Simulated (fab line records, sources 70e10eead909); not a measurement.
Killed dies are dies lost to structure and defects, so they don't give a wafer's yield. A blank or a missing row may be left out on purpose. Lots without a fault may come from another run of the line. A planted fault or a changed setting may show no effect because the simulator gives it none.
Which tool did it? | flow nand_harc | 14 lots, 42 wafers sampled, at 5 steps of a route of 1159

WHAT THE GAUGES READ, wafer by wafer
NHARC_A_BONDPAD_OVL_MEAS_35.
lot  | measured     | on         | overlay_x_nm (nm) | overlay_y_nm (nm)
L665 | day 18 02:59 | overlay-02 | 6 7 7             | -8 -8 -8
L666 | day 18 08:55 | overlay-02 | 10 10 10          | -5 -4 -5
L667 | day 18 12:10 | overlay-02 | -3 -3 -3          | 5 6 5
L672 | day 19 07:41 | overlay-02 | -1 -1 -1          | -3 -3 -3
L669 | day 19 17:26 | overlay-02 | 3 3 4             | 1 1 1
L670 | day 19 17:40 | overlay-02 | 13 13 13          | -5 -4 -5
L671 | day 20 01:26 | overlay-02 | 7 8 7             | 5 6 6
L674 | day 20 05:06 | overlay-02 | -1 -1 -1          | -3 -3 -3
L677 | day 20 09:53 | overlay-02 | 3 3 3             | -1 0 0
L673 | day 20 13:18 | overlay-02 | -6 -7 -7          | -1 -1 -1
L684 | day 22 10:17 | overlay-01 | 9 9 9             | -11 -11 -11
L686 | day 23 11:34 | overlay-02 | 0 0 0             | -4 -3 -4
L685 | day 23 13:44 | overlay-02 | -7 -7 -7          | -2 -1 -1
L687 | day 24 01:40 | overlay-01 | -1 -1 -1          | -7 -7 -8

NHARC_A_BONDPAD_THK_MEAS_20: measures by xrf.
lot  | measured     | on            | thk_nm (nm)
L665 | day 18 05:38 | film_metro-02 | 169.7 170.3 171.5
L666 | day 18 11:23 | film_metro-02 | 170.7 171.7 171.1
L667 | day 18 14:57 | film_metro-02 | 171.8 170.5 171.3
L672 | day 19 15:23 | film_metro-02 | 167.4 171.5 169.6
L669 | day 19 20:26 | film_metro-01 | 170.5 166.3 171.6
L670 | day 19 21:16 | film_metro-02 | 170.3 169.4 169.8
L671 | day 20 04:05 | film_metro-02 | 171.8 170.0 169.9
L674 | day 20 07:44 | film_metro-01 | 169.8 169.9 171.4
L677 | day 20 12:25 | film_metro-01 | 172.6 169.2 168.1
L673 | day 20 15:49 | film_metro-02 | 172.0 169.3 169.5
L684 | day 22 12:50 | film_metro-02 | 168.8 170.3 173.2
L686 | day 23 14:04 | film_metro-02 | 170.9 171.2 169.4
L685 | day 23 16:16 | film_metro-01 | 171.2 168.9 170.0
L687 | day 24 04:08 | film_metro-01 | 167.5 171.5 166.8

NHARC_END_SORT_01.
lot  | measured     | on        | killed_at_array | killed_at_other | killed_at_periphery | killed_dies | killed_open | killed_short
L674 | day 21 20:40 | prober-02 | 102 110 104     | 0 0 1           | 1 2 0               | 103 112 105 | 4 5 3       | 1 4 2
L677 | day 21 20:44 | prober-01 | 130 129 141     | 0 0 0           | 3 4 1               | 133 133 142 | 4 6 3       | 3 2 4
L673 | day 22 06:53 | prober-01 | 116 107 116     | 0 0 0           | 9 9 1               | 125 116 117 | 4 5 2       | 0 0 0

WHICH TOOL RAN EACH LOT (tool, then ch and the chambers of the sampled wafers, then the start)
lot  | NHARC_A_CONTACT_ETCH_117             | NHARC_THIN_TSV_DESCUM_14
L665 | har_cap_etch-03 ch 0,1, day 16 13:40 | rie_diel-04 ch 0,1,2, day 19 00:19
L666 | har_cap_etch-03 ch 0,1, day 16 20:31 | rie_diel-07 ch 0,1,3, day 19 00:58
L667 | har_cap_etch-02 ch 0,1, day 16 21:18 | rie_diel-04 ch 0,1,2, day 19 02:29
L672 | har_cap_etch-03 ch 0,1, day 17 16:04 | rie_diel-09 ch 1,2,3, day 20 04:13
L669 | har_cap_etch-02 ch 0,1, day 17 20:41 | rie_diel-07 ch 0,1,3, day 20 12:20
L670 | har_cap_etch-03 ch 0,1, day 18 04:00 | rie_diel-09 ch 0,1, day 20 13:26
L671 | har_cap_etch-03 ch 0,1, day 18 11:01 | rie_diel-09 ch 1,2,3, day 20 17:23
L674 | har_cap_etch-03 ch 0,1, day 18 20:37 | rie_diel-04 ch 0,2,3, day 21 00:30
L677 | har_cap_etch-03 ch 0,1, day 19 02:44 | rie_diel-09 ch 1,2,3, day 21 01:35
L673 | har_cap_etch-03 ch 0,1, day 19 06:48 | rie_diel-09 ch 0,1,2, day 21 04:43
L684 | har_cap_etch-01 ch 0,1, day 21 01:09 | rie_diel-04 ch 0,1,2, day 23 04:01
L686 | har_cap_etch-01 ch 0,1, day 22 03:58 | rie_diel-09 ch 0,3, day 24 02:59
L685 | har_cap_etch-03 ch 0,1, day 22 06:27 | rie_diel-04 ch 0,2, day 24 04:11
L687 | har_cap_etch-02 ch 0,1, day 22 08:53 | rie_diel-09 ch 1,2,3, day 24 16:57
- NHARC_A_CONTACT_ETCH_117: etches the open film in C4F8/O2/Ar, time 94 s, target depth 922 nm.
- NHARC_THIN_TSV_DESCUM_14: chemistry O2, time 3 s.

WHAT THE TOOLS THEMSELVES READ (means of the sampled wafers that have a number; where no wafer has one, the mark that the record gives instead)
NHARC_THIN_TSV_DESCUM_14.
lot  | tool        | drypump_motor_current_A (A) | oes_product_au (a.u.) | rf_vpp_V (V) | showerhead_plenum_p_Torr (Torr) | throttle_valve_pct (%)
L665 | rie_diel-04 | 5.7                         | 0.983                 | 58.3         | 1.95                            | 11.312
L666 | rie_diel-07 | 5.8                         | 0.996                 | 57.8         | 1.96                            | 11.308
L667 | rie_diel-04 | 5.8                         | 0.992                 | 58.3         | 1.95                            | 11.314
L672 | rie_diel-09 | 5.8                         | 0.990                 | 57.6         | 1.88                            | 11.308
L669 | rie_diel-07 | 5.8                         | 0.997                 | 58.0         | 1.95                            | 11.308
L670 | rie_diel-09 | 5.7                         | 0.981                 | 57.6         | 1.84                            | 11.312
L671 | rie_diel-09 | 5.9                         | 0.999                 | 57.5         | 1.88                            | 11.311
L674 | rie_diel-04 | 5.4                         | 0.987                 | 57.0         | 1.87                            | 11.316
L677 | rie_diel-09 | 5.9                         | 0.995                 | 57.1         | 1.88                            | 11.315
L673 | rie_diel-09 | 5.8                         | 0.991                 | 57.3         | 1.86                            | 11.315
L684 | rie_diel-04 | 5.8                         | 0.997                 | 58.2         | 1.95                            | 11.309
L686 | rie_diel-09 | 5.9                         | 0.986                 | 58.6         | 1.85                            | 11.309
L685 | rie_diel-04 | 5.5                         | 0.997                 | 58.2         | 1.90                            | 11.314
L687 | rie_diel-09 | 5.9                         | 0.980                 | 57.9         | 1.87                            | 11.308

THE ANSWER, worked out from the rows above alone
Rule: what is usual is taken from the lots themselves. Put in order of their means at a reading, lots are off if they are a third of the lots or fewer, leave a main group of 4 or more, and stand apart from it by a gap of 3 or more times the standard deviation of the main group's means; of several such gaps the widest counts. A main group whose means are all the same, to the digits that the tables above print for the reading, isn't used. A lot without any number at a reading at which 4 lots or more have one is off too. The other lots that the step has rows for count as sound. The gauges are gone through in route order, then the tools' own readings, and for those a lot's mean is taken as printed above. The first step at which some lot is off is used, and at that step the reading that is off furthest; a lot without a number counts as furthest.
No lot is off at any reading shown: from this, nothing can be told.

WHAT THE SIMULATOR HAD PUT IN
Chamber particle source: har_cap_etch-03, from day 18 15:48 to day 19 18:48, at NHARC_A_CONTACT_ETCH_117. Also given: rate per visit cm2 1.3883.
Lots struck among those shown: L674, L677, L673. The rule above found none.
